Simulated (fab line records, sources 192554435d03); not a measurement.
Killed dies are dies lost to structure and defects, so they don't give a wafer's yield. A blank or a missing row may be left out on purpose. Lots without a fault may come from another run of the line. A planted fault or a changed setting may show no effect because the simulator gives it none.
Split-lot experiment | flow n5_finfet | 7 lots, 39 wafers read, on a route of 1938 steps

THE SPLIT
At N5_DUMMY_GATE_ETCH_32 (etches SiO2 in CF4, target depth 3.5 nm, time 3.9 s), the setting time_s was moved away from the recipe's 3.9 s on 15 of the 39 wafers read, by -22.1% to +23.6%. The other wafers ran this setting at the recipe's value.

The reading is taken at the split's own step.

THE READING
etch.depth_nm (the simulator's own value, which no gauge read), in nm, at N5_DUMMY_GATE_ETCH_32 (etches SiO2 in CF4, target depth 3.5 nm, time 3.9 s). The file gives no usual value for it. The 24 wafers here that ran the recipe average 3.515 nm, standard deviation 0.13 nm.

wafer  | tool, chamber at the split | time_s as run, s | against the recipe | etch.depth_nm, nm | against lot-mates on the recipe
L076.1 | rie_si-03, 0               | 4.82             | +23.6%             | 4.202             | +0.712
L076.2 | rie_si-03, 2               | 4.82             | +23.6%             | 4.407             | +0.917
L076.3 | rie_si-03, 3               | 3.9              | recipe             | 3.279             | -
L076.4 | rie_si-03, 1               | 3.9              | recipe             | 3.646             | -
L076.5 | rie_si-03, 3               | 4.82             | +23.6%             | 4.068             | +0.578
L076.6 | rie_si-03, 2               | 3.9              | recipe             | 3.546             | -
L078.1 | rie_si-03, 0               | 3.037            | -22.1%             | 2.657             | -0.962
L078.2 | rie_si-03, 3               | 3.037            | -22.1%             | 2.543             | -1.076
L078.3 | rie_si-03, 1               | 3.9              | recipe             | 3.656             | -
L078.4 | rie_si-03, 2               | 3.9              | recipe             | 3.582             | -
L078.5 | rie_si-03, 3               | 3.037            | -22.1%             | 2.549             | -1.070
L078.6 | rie_si-03, 2               | 3.9              | recipe             | 3.619             | -
L081.1 | rie_si-02, 2               | 3.9              | recipe             | 3.341             | -
L081.2 | rie_si-02, 1               | 4.309            | +10.5%             | 3.846             | +0.358
L081.3 | rie_si-02, 3               | 3.9              | recipe             | 3.496             | -
L081.4 | rie_si-02, 0               | 4.309            | +10.5%             | 3.982             | +0.494
L081.5 | rie_si-02, 0               | 3.9              | recipe             | 3.628             | -
L081.6 | rie_si-02, 1               | 4.309            | +10.5%             | 3.872             | +0.384
L086.1 | rie_si-02, 1               | 3.9              | recipe             | 3.539             | -
L086.4 | rie_si-02, 3               | 3.9              | recipe             | 3.519             | -
L086.5 | rie_si-02, 2               | 3.9              | recipe             | 3.315             | -
L087.1 | rie_si-04, 1               | 3.9              | recipe             | 3.209             | -
L087.2 | rie_si-04, 3               | 3.9              | recipe             | 3.595             | -
L087.3 | rie_si-04, 0               | 3.9              | recipe             | 3.542             | -
L087.4 | rie_si-04, 2               | 3.9              | recipe             | 3.54              | -
L087.5 | rie_si-04, 3               | 3.9              | recipe             | 3.601             | -
L087.6 | rie_si-04, 0               | 3.9              | recipe             | 3.517             | -
L089.1 | rie_si-03, 0               | 4.458            | +14.3%             | 3.911             | +0.446
L089.2 | rie_si-03, 2               | 3.9              | recipe             | 3.508             | -
L089.3 | rie_si-03, 1               | 4.458            | +14.3%             | 4.147             | +0.682
L089.4 | rie_si-03, 3               | 3.9              | recipe             | 3.257             | -
L089.5 | rie_si-03, 0               | 4.458            | +14.3%             | 3.896             | +0.431
L089.6 | rie_si-03, 1               | 3.9              | recipe             | 3.631             | -
L094.1 | rie_si-03, 2               | 4.342            | +11.3%             | 3.933             | +0.337
L094.2 | rie_si-03, 3               | 4.342            | +11.3%             | 3.607             | +0.011
L094.3 | rie_si-03, 1               | 3.9              | recipe             | 3.614             | -
L094.4 | rie_si-03, 0               | 4.342            | +11.3%             | 3.775             | +0.179
L094.5 | rie_si-03, 2               | 3.9              | recipe             | 3.563             | -
L094.6 | rie_si-03, 1               | 3.9              | recipe             | 3.611             | -

THE FIT
A straight line over all 39 wafers: etch.depth_nm changes by +0.0351 nm for each +1% of time_s; r = +0.94; the points scatter about the line by 0.14 nm.
The same after taking each lot's own level away (the mean of its wafers on the recipe; 39 wafers): +0.0374 nm for each +1%; r = +0.94; scatter 0.15 nm.
On that fit, the largest move of time_s shifts the reading by 0.88 nm.
The lots' own levels span 3.4577 to 3.6190 nm, that is 1.2 times the standard deviation above.
So the lot-to-lot level changes the slope little: the two slopes agree.
Check: with one of the wafers moved furthest among these (+23.6%) left out of the fit, the line predicts +0.855 nm for it against its lot-mates. It came out at +0.712 nm against them.

OTHER SPLITS ON THESE WAFERS
These wafers also went through other splits before the reading. Each is held against what the fit with the lots' levels taken away leaves over:
other split on the same wafers          | wafers away from the commonest value | r with etch.depth_nm (lot level and that fit taken away)
N5_FIN_SAQP_HM_DEP_03 time_s            | 18                                   | +0.28
N5_FIN_SAQP_SPACER2_ALD_28 target_thk_a | 12                                   | +0.22

THE FILE'S OWN FIT
etch.depth_nm changes by +0.0363 nm for each +1% of time_s, r = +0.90.
